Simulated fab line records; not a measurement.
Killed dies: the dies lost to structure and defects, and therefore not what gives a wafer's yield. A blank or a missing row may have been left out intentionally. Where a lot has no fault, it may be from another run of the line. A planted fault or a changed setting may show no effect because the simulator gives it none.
A lot that was struck, set against a sound lot	flow nandHarc	14 steps out of a route of 1302
Sound: the wafers L549.1, L549.4, L549.6. Wafers struck: L554.1, L554.3, L554.6. The cause comes at the end.
Per side, at each step with rows, come the tool, then ch with its chambers, and then its first start. Under that, the readings that differ: sound wafers	struck wafers	difference of the means	sigmas: that difference in standard deviations of wafers without a fault.
alike: readings with means less than 2 such deviations apart, plus words and numbers identical on both sides. not compared: withheld readings, readings lacking a value on some wafer, bounds such as >300 that could conceal the same value, and numbers that have no deviation in the record and whose values overlap.
The two part at a step that has a row with sigmas, a row that says differs or no value, or rows on one side only. Numbers that have no deviation but don't overlap get no sigmas and don't part them. A reading missing from all wafers of one side parts the sides only when that side holds two or more wafers.

first, 5 steps without rows for these wafers: NHARC_A_STAIRCASE_EBR_180; NHARC_A_STAIRCASE_EXPOSE_181 (exposes mask STAIR 2); NHARC_A_STAIRCASE_PEB_182 (peb time 130 s); NHARC_A_STAIRCASE_DEVELOP_183 (time 140 s); NHARC_A_STAIRCASE_HARDBAKE_185 (time 140 s).
NHARC_A_STAIRCASE_DESCUM_186: chemistry O2, time 3 s.
  sound on rieDiel-04 ch 1,3, day 16 23:44; struck on rieDiel-04 ch 0,2,3, day 18 21:38
  alike: drypumpMotorCurrentA, oesProductAu, rfVppV, showerheadPlenumPTorr, throttleValvePct
  not compared: rfHoursCounterH
then, 1 step without rows for these wafers: NHARC_A_STAIRCASE_TRIM_187 (chemistry O2, time 211.2 s).
NHARC_A_STAIRCASE_ETCH_188: etches the open film in C4F8/O2, target depth 100 nm, time 40.5 s.
  sound: rieDiel-04 ch 1,2; struck: rieDiel-04 ch 0,3
  alike: biasW, chamberPressureMTorr, oesProductAu, rfVppV
  not compared: rfHoursCounterH
then, 1 step without rows for these wafers: NHARC_A_STAIRCASE_TRIM_189 (chemistry O2, time 211.2 s).
NHARC_A_STAIRCASE_ETCH_190: etches the open film in C4F8/O2, target depth 100 nm, time 40.5 s.
  sound: rieDiel-04 ch 1,3; struck: rieDiel-04 ch 2,3
  alike: biasW, chamberPressureMTorr, oesProductAu, rfVppV
  not compared: rfHoursCounterH
NHARC_A_STAIRCASE_TRIM_191: chemistry O2, time 211.2 s.
  sound: rieDiel-04 ch 0,2,3; struck: rieDiel-04 ch 0,1
  alike: drypumpMotorCurrentA, oesProductAu, rfVppV, showerheadPlenumPTorr, throttleValvePct
  not compared: rfHoursCounterH
NHARC_A_STAIRCASE_ETCH_192: etches the open film in C4F8/O2, target depth 100 nm, time 40.5 s.
  sound on rieDiel-04 ch 0,1, day 17 00:37; struck on rieDiel-04 ch 2,3, day 18 23:13
  no value came back on the struck wafers for biasW (W), chamberPressureMTorr (mTorr), oesProductAu (a.u.), rfVppV (V); on the sound wafers biasW (W) reads 1001.4 999.3 1002.5
  not compared: rfHoursCounterH
NHARC_A_STAIRCASE_TRIM_193: chemistry O2, time 211.2 s.
  sound: rieDiel-04 ch 1,2,3; struck: rieDiel-04 ch 1,2,3
  alike: drypumpMotorCurrentA, oesProductAu, rfVppV, showerheadPlenumPTorr, throttleValvePct
  not compared: rfHoursCounterH
-- the record jumps here: 9 days lie between the struck wafers' starts before and after (it left off in module A_STAIRCASE and takes up again in module END, whose first step shown is number 1302 of the route) --
NHARC_END_SORT_01:
  the record has rows for the struck wafers here (prober-01 ch 0, day 28 05:17) and none for the sound ones

## WHERE THEY PART
Last at NHARC_END_SORT_01 as far as this record goes, first at NHARC_A_STAIRCASE_ETCH_192.

WHY: what had been put in by the simulator
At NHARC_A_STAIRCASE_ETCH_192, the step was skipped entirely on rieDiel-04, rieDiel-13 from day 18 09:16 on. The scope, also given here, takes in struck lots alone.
